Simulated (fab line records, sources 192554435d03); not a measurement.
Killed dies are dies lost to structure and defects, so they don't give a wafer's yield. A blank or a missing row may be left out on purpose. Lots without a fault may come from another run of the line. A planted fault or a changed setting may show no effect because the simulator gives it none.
Split-lot experiment | flow n5_finfet | 7 lots, 21 wafers read, on a route of 1938 steps

THE SPLIT
At N5_BEOL_M9_ILD_DEP_00 (deposits SiCOH lowk from DEMS/porogen, target thk 308.51 nm, time 58 s), the setting time_s was moved away from the recipe's 58 s on 4 of the 21 wafers read, by -11.3% to +9.4%. The other wafers ran this setting at the recipe's value.

FROM THE SPLIT TO THE READING: what the file shows between them, 1 step
- N5_BEOL_M9_CURE_71: cures SiCOH lowk, time 240 s

THE READING
M9_ILD_THK, in nm, at N5_BEOL_M9_THK_MEAS_01. Fault-free wafers of this fab line usually give 268 nm, standard deviation 3.4 nm.

wafer  | tool, chamber at the split | time_s as run, s | against the recipe | M9_ILD_THK, nm | against lot-mates on the recipe
L074.2 | pecvd-03, 1                | 58               | recipe             | 264            | -
L074.4 | pecvd-03, 2                | 58               | recipe             | 272            | -
L074.6 | pecvd-03, 1                | 58               | recipe             | 266            | -
L075.2 | pecvd-01, 0                | 58               | recipe             | 268            | -
L075.5 | pecvd-01, 0                | 58               | recipe             | 275            | -
L075.6 | pecvd-01, 2                | 58               | recipe             | 274            | -
L080.1 | pecvd-01, 0,2              | 58               | recipe             | 270            | -
L080.4 | pecvd-01, 0,2              | 58               | recipe             | 270            | -
L080.5 | pecvd-01, 0                | 58               | recipe             | 272            | -
L086.2 | pecvd-03, 1                | 58               | recipe             | 268            | -
L086.4 | pecvd-03, 2                | 58               | recipe             | 269            | -
L086.5 | pecvd-03, 0                | 58               | recipe             | 271            | -
L087.1 | pecvd-03, 0                | 58               | recipe             | 262            | -
L087.2 | pecvd-03, 2                | 61.39            | +5.8%              | 276            | +10
L087.6 | pecvd-03, 1                | 58               | recipe             | 270            | -
L095.1 | pecvd-02, 1                | 58               | recipe             | 265            | -
L095.2 | pecvd-02, 2                | 51.45            | -11.3%             | 232            | -34
L095.4 | pecvd-02, 0                | 58               | recipe             | 267            | -
L096.1 | pecvd-03, 0                | 63.44            | +9.4%              | 287            | +23
L096.2 | pecvd-03, 2                | 58               | recipe             | 264            | -
L096.4 | pecvd-03, 2                | 63.44            | +9.4%              | 291            | +27
Where a row lists several chambers, the file gives one row for several wafers and doesn't say which wafer went through which chamber.

THE FIT
A straight line over all 21 wafers: M9_ILD_THK changes by +2.53 nm for each +1% of time_s; r = +0.93; the points scatter about the line by 4.2 nm.
The same after taking each lot's own level away (the mean of its wafers on the recipe; 21 wafers): +2.72 nm for each +1%; r = +0.97; scatter 2.8 nm.
On that fit, the largest move of time_s shifts the reading by 31 nm.
The lots' own levels span 264.0 to 272.3 nm, that is 2.5 times the standard deviation above.
So the lot-to-lot level changes the slope little: the two slopes agree.
Check: with one of the wafers moved furthest among these (-11.3%) left out of the fit, the line predicts -28.6 nm for it against its lot-mates. It came out at -34 nm against them.

THE WHOLE CHAIN: every reading that the file lists as answering this split, in the file's order
step                   | what it does                                                           | reading                                                                                  | change (the file's fit)              | r (the file's)
N5_BEOL_M9_ILD_DEP_00  | deposits SiCOH lowk from DEMS/porogen, target thk 308.51 nm, time 58 s | SiCOH_lowk_of_BEOL_M9_ILD_DEP_00.thk_nm (the simulator's own value, which no gauge read) | +3.07 nm for each +1% of the setting | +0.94
N5_BEOL_M9_CURE_71     | cures SiCOH lowk, time 240 s                                           | SiCOH_lowk_of_BEOL_M9_ILD_DEP_00.thk_nm (the simulator's own value, which no gauge read) | +2.72 nm for each +1% of the setting | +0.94
N5_BEOL_M9_THK_MEAS_01 |                                                                        | M9_ILD_THK                                                                               | +2.71 for each +1% of the setting    | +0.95

THE FILE'S OWN FIT
M9_ILD_THK changes by +2.71 nm for each +1% of time_s, r = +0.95.
